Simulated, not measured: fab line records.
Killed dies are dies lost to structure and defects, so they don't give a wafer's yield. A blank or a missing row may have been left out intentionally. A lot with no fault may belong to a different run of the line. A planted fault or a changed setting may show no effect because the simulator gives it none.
fab line records    flow n5-finfet
record lots=5  wafers=15  last-day=17
route steps=1938 shown FIN_CUT@175 STI_FIN_REVEAL@183 DUMMY_GATE@212 PASSIVATION@1936
lots with no fault: from the same line, run without faults
start-h: start of the lot's first displayed wafer, in hours after the record's first day    wait-h: hours elapsed since this lot's preceding step    " the same as in the row above    L1.1+2: a row that stands for several wafers    - no value, or no start given    * or withheld: withheld    < > ~ a bound
route shown NAME@n: NAME is a module with steps in the file, n the number in the route of the first one    usual: the fault-free wafers' mean and standard deviation    same: alike in all rows    chamber/n: place in a boat    sites: per-site readings    _std_site: the values' standard deviation    _edge_site: mean of outer sites minus mean of inner sites    radius-mm: how far each site lies from the wafer's centre    mask NAME#n: copy n    behind: the most recent tool/chamber to have shaped the wafer    hold: why the lot was held/for how many hours/how that ended    device: names the non-switching transistor (n, p or np)    end of line: the same wafers' tests at the end of the route    step lacking rows: just its recipe    killed: dies lost to structure and defects at the first sort, not the wafer's yield    map: a wafer's dies, x killed, . not, _ none there
set.NAME: the setting that was run; set.NAME@STEP: the one run at that earlier step    model.NAME: the simulator's own value behind a step, which no gauge read
lots seen at some steps along the route; tables by step, rows by wafer
services: a tool's chamber out of use, with start hour (start-h, from the record's first day; less than 0 if before it), hours out, and reason
## steps
# step N5_FIN_CUT_PRECLEAN_35
# recipe time-s=13.3  temp-c=45  pressure-torr=125  p-hf-torr=3  p-coreactant-torr=25  chemistry=vHF
# step N5_FIN_CUT_CUT_ETCH_15
# recipe chemistry=HBr/Cl2/O2  target=Si  target-depth-a=1000  bt-time-s=10  mask-material=SOC  time-s=42.4  ion-energy-ev=*  bias-w=*  pressure-mtorr=10  icp-w=800  HBr_flow_sccm=150  Cl2_flow_sccm=80  O2_flow_sccm=12
# step N5_FIN_CUT_CUT_ETCH_28
# recipe chemistry=HBr/Cl2/O2  target=Si  target-depth-a=60  mask-material=SOC  time-s=2.4  ion-energy-ev=*  bias-w=*  pressure-mtorr=10  icp-w=800  HBr_flow_sccm=150  Cl2_flow_sccm=80  O2_flow_sccm=12
# usual drypump-motor-current-A=5.7/0.48  oes-product-au=1.007/0.018  throttle-valve-pct=37.20/0.27
lot.wafer  tool       chamber  start-h  wait-h  drypump-motor-current-A  oes-product-au  rf-hours-counter-h  throttle-valve-pct
L644.2     rie-si-05  0        34.86    0.0     5.5                      0.995           108                 37.32
L644.4     "          3        "        "       6.1                      1.020           16                  37.23
L644.5     "          2        "        "       4.9                      1.034           -                   37.01
L656.1     rie-si-01  2        107.02   0.0     5.7                      1.007           162                 37.83
L656.3     "          0        "        "       5.3                      1.024           44                  36.91
L656.4     "          1        "        "       5.1                      0.979           182                 36.93
L663.2     rie-si-05  0        150.43   0.0     5.5                      0.992           111                 37.34
L663.3     "          2        "        "       5.0                      1.032           143                 37.00
L663.4     "          1        "        "       6.4                      1.007           4                   37.26
L665.3     rie-si-05  0        159.38   0.0     5.6                      0.994           111                 37.32
L665.4     "          3        "        "       6.1                      1.009           18                  37.25
L665.6     "          0        "        "       5.6                      0.993           -                   37.32
L666.1     rie-si-05  2        165.48   0.0     5.0                      1.036           143                 37.02
L666.4     "          0        "        "       5.6                      0.987           111                 37.33
L666.5     "          0        "        "       5.6                      0.993           -                   37.31
# step N5_FIN_CUT_STRIP_22
# recipe chemistry=N2/H2  power-w=500  temp-c=40  pressure-mtorr=50  rf-frequency-hz=6e+07  overash-fraction=0.3  bias-power-w=8  h2-frac=0.5  n2-flow-sccm=300  h2-flow-sccm=300
# usual drypump-motor-current-A=5.7/0.37  oes-product-au=0.81/0.083  rf-vpp-V=54.5/2.6  showerhead-plenum-p-Torr=3.40/0.13  temp-c=40.00/0.11  throttle-valve-pct=18.8/0.36
lot.wafer  tool         chamber  start-h  wait-h  drypump-motor-current-A  oes-product-au  rf-hours-counter-h  rf-vpp-V  showerhead-plenum-p-Torr  temp-c  throttle-valve-pct
L644.2     rie-diel-04  3        34.92    0.0     6.0                      0.68            241                 55.6      3.42                      40.18   19.5
L644.4     "            0        "        "       5.7                      0.69            220                 54.4      3.32                      40.23   18.8
L644.5     "            1        "        "       5.6                      0.76            -                   54.8      3.33                      39.99   18.8
L656.1     rie-diel-02  3        107.16   0.1     5.9                      0.88            50                  57.9      3.54                      40.11   18.1
L656.3     "            2        "        "       6.5                      0.84            57                  57.1      3.27                      40.01   19.2
L656.4     "            0        "        "       5.1                      0.77            134                 53.8      3.51                      40.03   18.9
L663.2     rie-diel-02  1        150.56   0.1     5.7                      0.91            36                  57.8      3.58                      39.91   19.1
L663.3     "            3        "        "       5.9                      0.84            64                  54.4      3.53                      39.95   18.2
L663.4     "            2        "        "       6.5                      0.81            71                  57.1      3.27                      39.91   19.1
L665.3     rie-diel-02  1        159.45   0.0     5.7                      0.92            38                  57.4      3.58                      39.88   19.2
L665.4     "            0        "        "       5.1                      0.75            151                 53.9      3.50                      40.10   18.9
L665.6     "            0        "        "       5.1                      0.76            -                   55.0      3.50                      39.98   18.9
L666.1     rie-diel-06  1        165.55   0.0     6.2                      0.86            46                  51.3      3.30                      39.81   18.6
L666.4     "            2        "        "       6.0                      0.83            76                  53.4      3.51                      39.82   18.4
L666.5     "            3        "        "       5.6                      0.75            -                   53.2      3.49                      39.84   18.7
# step N5_FIN_CUT_PRECLEAN_36
# recipe chemistry=O3/DIW  time-s=60  temp-c=22  o3-ppm=10
# step N5_FIN_CUT_SRD_32
# recipe dry=ipa-marangoni  time-s=30  temp-c=23  rinse-liquid=diw
# step N5_FIN_CUT_UV_OZONE_34
# recipe time-s=120  pressure-torr=760  temp-c=25
# step N5_FIN_CUT_INSPECT_17
# recipe inspect-instrument=brightfield  mode=aei
# usual raw-defect-count=221/62
lot.wafer  tool               chamber  start-h  wait-h  raw-defect-count
L644.2     defect-inspect-01  -        35.08    0.0     172
L644.4     "                  -        "        "       153
L644.5     "                  -        "        "       142
L656.1     defect-inspect-01  -        107.39   0.0     213
L656.3     "                  -        "        "       165
L656.4     "                  -        "        "       199
L663.2     defect-inspect-01  -        150.72   0.0     173
L663.3     "                  -        "        "       163
L663.4     "                  -        "        "       145
L665.3     defect-inspect-01  -        159.62   0.0     168
L665.4     "                  -        "        "       152
L665.6     "                  -        "        "       263
L666.1     defect-inspect-01  -        165.71   0.0     207
L666.4     "                  -        "        "       249
L666.5     "                  -        "        "       308
# step N5_STI_FIN_REVEAL_ALD_00
# recipe material=SiO2  target-thk-a=10  temp-c=300  ald-precursor-family=BDEAS  ald-co-reactant=O2-plasma  pulse-time-s=1  pressure-torr=2
# step N5_STI_FIN_REVEAL_ALD_14
# recipe material=Si3N4  target-thk-a=30  temp-c=400  ald-precursor-family=SiH2I2  ald-co-reactant=N2/H2-plasma  pressure-torr=2
# usual heater-power-w=844/92
lot.wafer  tool        chamber  start-h  wait-h  heater-power-w  since-wet-clean-h
L644.2     ald-sin-01  1        35.17    0.0     841             224
L644.4     "           2        "        "       728             224
L644.5     "           0        "        "       800             -
L656.1     ald-sin-04  3        108.21   0.0     887             204
L656.3     "           2        "        "       683             204
L656.4     "           0        "        "       894             204
L663.2     ald-sin-01  3        151.09   0.0     887             340
L663.3     "           1        "        "       865             340
L663.4     "           2        "        "       735             340
L665.3     ald-sin-03  0        159.70   0.0     918             60
L665.4     "           2        "        "       964             60
L665.6     "           3        "        "       755             -
L666.1     ald-sin-03  0        165.97   0.0     901             66
L666.4     "           3        "        "       740             66
L666.5     "           3        "        "       751             -
# step N5_STI_FIN_REVEAL_FCVD_FILL_01
# recipe material=SiO2_flowable  target-thk-a=3120  temp-c=100  pressure-torr=0.8  rf-w=2000  time-s=512.2
# step N5_STI_FIN_REVEAL_DENSIFY_02
# recipe temp-c=650  ambient=steam  time-s=1800  idle-temp-c=400  densification-p-h2o-torr=640
# step N5_STI_FIN_REVEAL_CMP_04
# recipe stop-on=Si3N4  t-overpolish-s=4  down-force-psi=2  platen-rpm=54.18  post-cmp-clean=alkaline-brush  pad-velocity-m-s=1.078  target-thk-nm=131.83
# usual motor-current-A=7.9/0.7  overpolish-run-s=4.000/0.0084  platen-rpm=54.18/0.036  slurry-filter-dp-kPa=13.49/0.14  slurry-flow-ml-min=150.1/0.43  time-to-endpoint-s=103/5.1
lot.wafer  tool    chamber  start-h  wait-h  motor-current-A  overpolish-run-s  platen-rpm  slurry-filter-dp-kPa  slurry-flow-ml-min  time-to-endpoint-s
L644.4     cmp-02  1        40.26    0.1     9.4              4.011             54.21       13.58                 150.4               111
L644.2     "       2        "        "       7.4              3.999             54.22       13.45                 149.3               100
L644.5     "       0        "        "       7.9              3.993             54.20       13.58                 149.6               105
L656.4     cmp-04  3        113.26   0.0     8.0              3.999             54.22       13.46                 149.9               105
L656.3     "       1        "        "       7.9              4.000             54.19       13.45                 150.3               104
L656.1     "       2        "        "       7.0              4.005             54.17       13.48                 150.4               101
L663.3     cmp-04  2        156.13   0.0     6.6              4.000             54.20       13.49                 150.2               101
L663.2     "       3        "        "       8.5              4.006             54.18       13.57                 150.5               105
L663.4     "       1        "        "       7.8              3.997             54.09       13.55                 151.2               111
L665.3     cmp-02  0        164.75   0.0     7.9              3.999             54.16       13.39                 150.1               105
L665.4     "       1        "        "       8.7              3.999             54.27       13.59                 150.5               105
L665.6     "       1        "        "       8.8              3.981             54.31       13.42                 149.4               111
L666.4     cmp-02  0        171.01   0.0     7.4              3.985             54.18       13.38                 149.1               105
L666.1     "       1        "        "       8.8              3.990             54.18       13.24                 150.3               113
L666.5     "       0        "        "       7.7              3.991             54.17       13.69                 149.6               108
# step N5_STI_FIN_REVEAL_THK_MEAS_05
# usual thk-nm=131.9/1.3
lot.wafer  tool           chamber  start-h  wait-h  thk-nm
L644.2     film-metro-02  -        40.51    -       131.3
L644.4     "              -        "        "       132.5
L644.5     "              -        "        "       132.7
L656.1     film-metro-01  -        113.56   -       133.2
L656.3     "              -        "        "       134.6
L656.4     "              -        "        "       132.7
L663.2     film-metro-02  -        156.42   -       132.4
L663.3     "              -        "        "       132.3
L663.4     "              -        "        "       133.5
L665.3     film-metro-01  -        165.05   -       132.6
L665.4     "              -        "        "       131.7
L665.6     "              -        "        "       132.1
L666.1     film-metro-01  -        171.30   -       131.2
L666.4     "              -        "        "       129.7
L666.5     "              -        "        "       131.5
# step N5_STI_FIN_REVEAL_DENSIFY_30
# recipe temp-c=*  time-s=*  ambient=N2  idle-temp-c=600  ramp-up-c-per-s=150  ramp-down-c-per-s=60  cool-to-c=600
# step N5_STI_FIN_REVEAL_ETCHBACK_08
# recipe chemistry=C4F6/O2  target=SiO2  target-depth-a=305  time-s=10.167  ion-energy-ev=250  pressure-mtorr=30  source-w=345  bias-w=185  Ar_flow_sccm=300  C4F6_flow_sccm=10  O2_flow_sccm=10
# usual drypump-motor-current-A=5.7/0.45  oes-product-au=0.80/0.096  rf-vpp-V=671/11  showerhead-plenum-p-Torr=2.84/0.089  throttle-valve-pct=21.14/0.28
lot.wafer  tool         chamber  start-h  wait-h  drypump-motor-current-A  oes-product-au  rf-hours-counter-h  rf-vpp-V  showerhead-plenum-p-Torr  throttle-valve-pct
L644.2     rie-diel-05  0        40.75    0.2     5.5                      0.90            20                  679       2.99                      20.62
L644.4     "            3        "        "       5.6                      0.77            138                 651       2.88                      21.33
L644.5     "            3        "        "       5.6                      0.77            -                   652       2.88                      21.28
L656.1     rie-diel-01  0        113.80   0.2     5.1                      0.87            45                  672       2.79                      20.83
L656.3     "            2        "        "       5.8                      0.71            202                 667       2.81                      21.46
L656.4     "            3        "        "       5.2                      0.90            -                   680       2.79                      21.20
L663.2     rie-diel-05  3        156.71   0.2     5.6                      0.72            185                 652       2.86                      21.37
L663.3     "            2        "        "       6.2                      0.68            218                 668       2.92                      21.28
L663.4     "            0        "        "       5.5                      0.81            59                  679       2.97                      20.64
L665.3     rie-diel-03  2        165.31   0.1     6.0                      0.89            27                  688       2.78                      21.05
L665.4     "            0        "        "       5.5                      0.68            243                 658       2.69                      21.01
L665.6     "            1        "        "       6.7                      0.93            -                   685       2.77                      20.91
L666.1     rie-diel-05  0        171.61   0.2     5.6                      0.82            64                  679       2.97                      20.66
L666.4     "            1        "        "       5.5                      0.73            196                 664       2.84                      21.68
L666.5     "            3        "        "       5.6                      0.72            -                   652       2.85                      21.38
# step N5_STI_FIN_REVEAL_STRIP_24
# recipe chemistry=N2/H2  time-s=90  power-w=100  temp-c=40  pressure-mtorr=100  rf-frequency-hz=6e+07  bias-power-w=3  n2-flow-sccm=300  h2-flow-sccm=300
# step N5_STI_FIN_REVEAL_PRECLEAN_25
# recipe chemistry=SPM  time-s=90  temp-c=120  mix=4:1
# step N5_STI_FIN_REVEAL_PRECLEAN_26
# recipe chemistry=SC1  time-s=45  temp-c=46  mix=1:2:100
# step N5_STI_FIN_REVEAL_PRECLEAN_29
# recipe chemistry=DHF  time-s=30  temp-c=25  dilution=300:1
# step N5_STI_FIN_REVEAL_SRD_12
# recipe time-s=30  temp-c=23  rinse-liquid=diw  dry=ipa-marangoni
# step N5_STI_FIN_REVEAL_RECESS_09
# recipe chemistry=HF/NH3  target=SiO2  afs-cycles=11  target-depth-a=425  temp-c=30  sublimation-temp-c=180  sublimation-time-s=60
# step N5_STI_FIN_REVEAL_STRIP_16
# recipe chemistry=H3PO4  material=SiNx  temp-c=165  target-depth-a=238  overetch-fraction=0.4964  dry=ipa-marangoni
# step N5_STI_FIN_REVEAL_PRECLEAN_17
# recipe chemistry=NF3:NH3  afs-cycles=1  temp-c=30  time-s=20  sublimation-temp-c=180  sublimation-time-s=60  pressure-torr=3  rf-power-w=30
# step N5_STI_FIN_REVEAL_ETCH_34
# recipe chemistry=H2  mode=isotropic  material=Si  target=Si  target-depth-a=9.7  temp-c=20  pressure-mtorr=4.5  icp-w=300  bias-w=0  h2-flow-sccm=7.5  he-flow-sccm=142.5
# usual drypump-motor-current-A=5.7/0.51  oes-product-au=1.006/0.018  temp-c=19.99/0.1  throttle-valve-pct=25.7/0.55
lot.wafer  tool       chamber  start-h  wait-h  drypump-motor-current-A  oes-product-au  rf-hours-counter-h  temp-c  throttle-valve-pct
L644.2     rie-si-04  0        43.09    0.1     4.8                      1.044           0                   19.92   25.1
L644.4     "          2        "        "       5.7                      1.008           3                   20.03   25.4
L644.5     "          1        "        "       5.7                      1.004           -                   20.08   26.7
L656.1     rie-si-06  1        116.18   0.2     5.8                      1.039           92                  19.90   25.6
L656.3     "          3        "        "       5.0                      0.993           106                 20.00   26.3
L656.4     "          0        "        "       5.2                      1.005           163                 19.99   26.7
L663.2     rie-si-02  2        159.06   0.1     5.9                      1.012           87                  19.95   25.9
L663.3     "          3        "        "       5.4                      1.006           100                 19.98   25.9
L663.4     "          1        "        "       5.8                      0.999           152                 20.01   26.0
L665.3     rie-si-06  2        167.65   0.1     5.8                      0.979           41                  19.73   25.0
L665.4     "          0        "        "       5.2                      1.011           164                 19.91   26.7
L665.6     "          2        "        "       5.8                      0.979           -                   19.96   25.0
L666.1     rie-si-04  3        175.56   0.2     6.5                      0.987           11                  20.01   25.2
L666.4     "          2        "        "       5.6                      0.989           6                   19.98   25.4
L666.5     "          2        "        "       5.6                      1.007           -                   19.91   25.4
# step N5_STI_FIN_REVEAL_OXIDATION_31
# recipe chemistry=O2_PLASMA_REMOTE  temp-c=150  time-s=20  pressure-mtorr=1000  source-power-w=2000  o2-flow-sccm=3000
# step N5_STI_FIN_REVEAL_PRECLEAN_32
# recipe chemistry=NF3:NH3  afs-cycles=1  temp-c=30  time-s=20  sublimation-temp-c=180  sublimation-time-s=60  pressure-torr=3  rf-power-w=30
# step N5_STI_FIN_REVEAL_STRIP_35
# recipe chemistry=H3PO4  material=Si3N4  temp-c=165  target-depth-a=40  time-s=39
# step N5_STI_FIN_REVEAL_SRD_21
# recipe dry=ipa-marangoni  time-s=30  temp-c=23  rinse-liquid=diw
# step N5_STI_FIN_REVEAL_OXIDATION_33
# recipe chemistry=O2_PLASMA_REMOTE  temp-c=150  time-s=20  pressure-mtorr=1000  source-power-w=2000  o2-flow-sccm=3000
# step N5_STI_FIN_REVEAL_CLEAN_19
# recipe chemistry=O3/DIW  temp-c=25  time-s=120  o3-ppm=10
# step N5_STI_FIN_REVEAL_SRD_23
# recipe dry=ipa-marangoni  time-s=30  temp-c=23  rinse-liquid=diw
# step N5_STI_FIN_REVEAL_CD_MEAS_22
# recipe target-cd-nm=6.238  pitch-nm=28  polarity=line
# usual cd-nm=6.21/0.28
lot.wafer  tool       chamber  start-h  wait-h  cd-nm
L644.2     cd-sem-01  -        43.68    0.0     5.93
L644.4     "          -        "        "       6.20
L644.5     "          -        "        "       5.70
L656.1     cd-sem-01  -        116.76   0.0     6.57
L656.3     "          -        "        "       6.07
L656.4     "          -        "        "       6.37
L663.2     cd-sem-03  -        159.63   0.0     6.06
L663.3     "          -        "        "       6.84
L663.4     "          -        "        "       6.58
L665.3     cd-sem-02  -        168.23   0.0     6.29
L665.4     "          -        "        "       5.80
L665.6     "          -        "        "       5.68
L666.1     cd-sem-02  -        176.13   0.0     6.25
L666.4     "          -        "        "       5.77
L666.5     "          -        "        "       6.19
# step N5_STI_FIN_REVEAL_FIN_H_MEAS_10
# usual trench-depth-nm=52.1/0.78
lot.wafer  tool    chamber  start-h  wait-h  trench-depth-nm
L644.2     ocd-02  -        43.71    0.0     52.3
L644.4     "       -        "        "       52.7
L644.5     "       -        "        "       51.9
L656.1     ocd-01  -        116.79   0.0     53.2
L656.3     "       -        "        "       51.9
L656.4     "       -        "        "       52.5
L663.2     ocd-02  -        159.66   0.0     50.8
L663.3     "       -        "        "       50.6
L663.4     "       -        "        "       50.2
L665.3     ocd-02  -        168.26   0.0     53.2
L665.4     "       -        "        "       51.5
L665.6     "       -        "        "       53.0
L666.1     ocd-01  -        176.16   0.0     52.0
L666.4     "       -        "        "       52.2
L666.5     "       -        "        "       52.5
# step N5_STI_FIN_REVEAL_PRECLEAN_18
# recipe chemistry=SC2  time-s=45  temp-c=35  mix=1:1:50
# step N5_STI_FIN_REVEAL_SRD_28
# recipe dry=ipa-marangoni  time-s=30  temp-c=23  rinse-liquid=diw
# step N5_STI_FIN_REVEAL_INSPECT_13
# recipe inspect-instrument=darkfield  mode=post-clean
# usual raw-defect-count=12/5.1
lot.wafer  tool               chamber  start-h  wait-h  raw-defect-count
L644.2     defect-inspect-01  -        43.79    0.0     9
L644.4     "                  -        "        "       6
L644.5     "                  -        "        "       6
L656.1     defect-inspect-02  -        116.88   0.0     11
L656.3     "                  -        "        "       15
L656.4     "                  -        "        "       8
L663.2     defect-inspect-01  -        159.75   0.0     10
L663.3     "                  -        "        "       20
L663.4     "                  -        "        "       1250
L665.3     defect-inspect-02  -        168.35   0.0     14
L665.4     "                  -        "        "       8
L665.6     "                  -        "        "       11
L666.1     defect-inspect-01  -        176.25   0.0     12
L666.4     "                  -        "        "       3
L666.5     "                  -        "        "       12
# step N5_DUMMY_GATE_PRECLEAN_00
# recipe chemistry=O3/DIW  time-s=60  temp-c=22  o3-ppm=10
# step N5_PASSIVATION_PROBE_49
# usual killed_at_M0_to_M3=32/9.7  killed_at_M4_up=14/5.3  killed-at-contacts=11/6  killed-at-front-end=39/14  killed-at-other=3.3/2.7  killed-dies=100/17  killed-on-rim=14/4  killed-open=66/13  killed-short=32/7.4
# same gross-dies=1180  killed-at-back-side=0
lot.wafer  tool       chamber  start-h  wait-h  killed_at_M0_to_M3  killed_at_M4_up  killed-at-contacts  killed-at-front-end  killed-at-other  killed-dies  killed-on-rim  killed-open  killed-short
L644.2     prober-02  -        277.77   0.1     29                  14               14                  26                   1                84           12             54           30
L644.4     prober-02  -        277.87   0.2     69                  14               7                   28                   0                118          18             79           35
L644.5     prober-02  -        277.92   0.2     36                  15               11                  47                   1                110          16             67           42
L663.4     prober-01  -        397.41   0.2     16                  8                4                   755                  2                785          107            29           20
# killed by level:class
L644.2 FIN_SAQP:geometric-particle:open=10 MOL_CONTACT_COAG:geometric-particle:open=9 DUMMY_GATE:geometric-particle:open=7 BEOL_M1:geometric-particle:open=7 BEOL_M0_SAQP:geometric-particle:open=6 BEOL_M5:geometric-particle:short=6 MOL_CONTACT_COAG:geometric-particle:short=5 BEOL_M0_SAQP:geometric-particle:short=5
L644.4 BEOL_M2:geometric-particle:open=20 BEOL_M0_SAQP:geometric-particle:short=12 BEOL_M0_SAQP:geometric-particle:open=11 BEOL_M1:geometric-particle:open=7 BEOL_M3:geometric-particle:open=7 DUMMY_GATE:geometric-particle:open=6 MOL_CONTACT_COAG:geometric-particle:open=6 BEOL_M2:geometric-particle:short=5
L644.5 FIN_SAQP:geometric-particle:open=17 FIN_SAQP:geometric-particle:short=10 BEOL_M0_SAQP:geometric-particle:short=10 BEOL_M2:geometric-particle:open=9 MOL_CONTACT_COAG:geometric-particle:open=8 BEOL_M0_SAQP:geometric-particle:open=8 DUMMY_GATE:geometric-particle:open=6 STI_FIN_REVEAL:geometric-particle:open=5
L663.4 STI_FIN_REVEAL:unspecified=735 MOL_CONTACT_COAG:geometric-particle:open=4 BEOL_M0_SAQP:geometric-particle:short=4 BEOL_M3:geometric-particle:open=4 FIN_SAQP:geometric-particle:short=3 STI_FIN_REVEAL:geometric-particle:open=3 DUMMY_GATE:geometric-particle:open=3 FIN_SAQP:geometric-particle:open=2
# map L663.4 (x killed, . not)
_________________x.xx..x.x...________________
______________.xxxxx.xx.xxxxxx.x_____________
___________.xx..xxxxxx.x....xx..xxx__________
__________xxx...xx.xxxxxxx.x..x.x.xx_________
________xxxxxxxx.xx..x.x.xxx.x.xxx...._______
_______....xxx.xxxx.xxxx.xx.xx.xx.xxxx.______
______xx..x.x.x..x.x..x...xx....xxx.xxxx_____
_____.xxxx...x..xx..xx.xxxx....xxxx...xxx____
____xxxxxxxxxx.xxxx..xx.xx.xx.xxx.x.x...xx___
___xxxx.xx...x.x.x.xx.xx.xx.xxxx.x.xx.x.xxx__
___xxx..x.x.xxxxxxxxxxx...x.xx.xxx.xxxx.xxx__
__.xx.xx.x...xxx.x.xx..xx.xxxx.x..x.x.xxxxx._
__xxxxx..x.xxxxxxx.xxxxxx..xx.x.x..xxx.xxxxx_
_x.x..xx..xxxxx....x.x.x..xxx.xxxxxx..xxxx.x.
_...x..xxxx.xxxxxxxxxxxxx..xxxxxxxxxxxx.x.xxx
_.xxx.xx.xx.xx.x.x.xxxx.x..x..xxx.xxxx.xxxx..
_xxxx.xx.xx.xx.xxxxxxxxxxx.x.xx.x.xxx...x.x.x
_xx.x.x.x.xx.x...xxxxx..xxxx.x.x..xxxxx.xxx.x
_x...xxxx.xxx.....xxxx..xxxx..xxxxxxxx.x.xxx.
_x..xxx.xxxxx.x..xxxx.x.xxxx.xxx..xxxxxxx.xxx
_xx.x.xxxx.xxx..x.x.xxx..xxxx.x...xxxxx.x..x.
__xxxxxxx..xx.xxxx.x.x.xxxxx.xxxxxxx.x.xx..._
__xxxx.xx...x.xxxxxxxxxxxxxxx.xx.xxxx.x.x..x_
___.x.xxxx.x.x..xx...xxxx..xxxx..xxxxxx.xxx__
___x.xx.xxx.xxx..x.x..x.xxxxxxx..xxx.x.x.xx__
____xxxx.x.xxx.xxxxxx...xxxxxxxxxxxxxxxxxx___
_____xxx.xxxxxx.xxxxx.x.....x.xx.xxxxx.xx____
______x...xx.xx..x...xxx.xxxxxxxx.x..xxx_____
_______x..xxxx..xxxx.x.x...xxxxxx.x.x.x______
________x.x..xxxxxxx.x.x.xxxxx...xxxxx_______
__________x...xxxxxx.xxxxxxx.x..x.xx_________
___________xx..xxxxxxx.xxx..xx..xx.__________
______________x..x..x..x..xxx.x._____________
_________________xxxxxxxxxxxx________________
# map L656.4 (x killed, . not)
_________________.....x.x...x________________
______________................x._____________
___________.....x..........x..x....__________
__________.........................._________
________.............................._______
_______x....x..............x.........x.______
______...............................x.._____
_____...........x......x.................____
____...........x.....x....................___
___..xx.x..x.......x.......x..x..x..x.....x__
___......x.................x.....x.........__
__..............xx.........x.........x......_
__..............x..........................._
_x......x..............................xxx..x
_....................................x.x..x..
_x....x................xx..........x....x....
_............x....................x..........
_..............x.....................xx......
_...................x....x...................
_......x.x...................................
_........................xx....x.............
__x.......x................x..........x...x._
__........x.x................x.............x_
___................x.........x.............__
___......x.................x.........x....x__
____..x.......x..................x......x.___
_____..................x....x.......x....____
______.x........x......................._____
_______.........x......x...............______
________.....x..........x............._______
__________................x........._________
___________x...x.x..xx.............__________
______________..xx..........x.x._____________
_________________............________________
## services
tool         chamber  start-h  hours  kind
ald-sin-04   3        12.71    14.0   repair
rie-diel-05  -        17.63    15.6   pm
ald-sin-01   -        25.13    0.7    repair
cmp-04       -        34.60    2.2    repair
cmp-04       -        36.98    4.0    pm
rie-si-06    3        43.56    2.7    repair
cmp-04       -        43.76    1.6    repair
cmp-02       -        49.98    2.5    repair
ald-sin-01   2        54.48    36.2   repair
cmp-04       -        55.86    5.2    pm
rie-si-06    3        63.20    9.4    repair
ald-sin-01   3        63.34    11.1   repair
cmp-04       -        64.14    1.5    repair
rie-diel-05  0        77.23    7.1    repair
rie-diel-02  1        80.37    7.8    repair
rie-diel-02  0        80.68    14.0   repair
ald-sin-03   -        85.54    14.0   pm
rie-si-06    2        119.39   14.2   repair
ald-sin-01   2        121.58   1.6    repair
rie-diel-05  0        122.16   10.0   repair
rie-si-06    -        131.07   2.8    pm
rie-diel-02  3        139.39   2.0    repair
ald-sin-01   0        155.56   9.1    repair
cmp-04       -        158.74   3.8    repair
## key
first-sign step=N5_STI_FIN_REVEAL_INSPECT_13  reading=raw-defect-count  direction=up  sigmas=99+  usual=12  struck=1250
effect step=N5_PASSIVATION_PROBE_49  reading=killed-at-front-end  direction=up  sigmas=52  usual=39  struck=755
more-kills-born-at N5_STI_FIN_REVEAL_CMP_04@cmp-04=734
met-at N5_STI_FIN_REVEAL_CMP_04
struck-wafers L663.4
tester-left-out L663
onset-between 113.26 156.13
fault kind=chamber-particle-source  tool=cmp-04  chamber=1  onset-h=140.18  steps=N5_STI_FIN_REVEAL_CMP_04  rate-per-visit-cm2=1.9377  end-h=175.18
# tester-left-out: of these lots the tester's yield and bins aren't shown, on N5 and GAA mostly nor the transistor test; their killed dies are dies lost to structure and defects alone, not to doping, threshold or leakage, so they don't give the yield
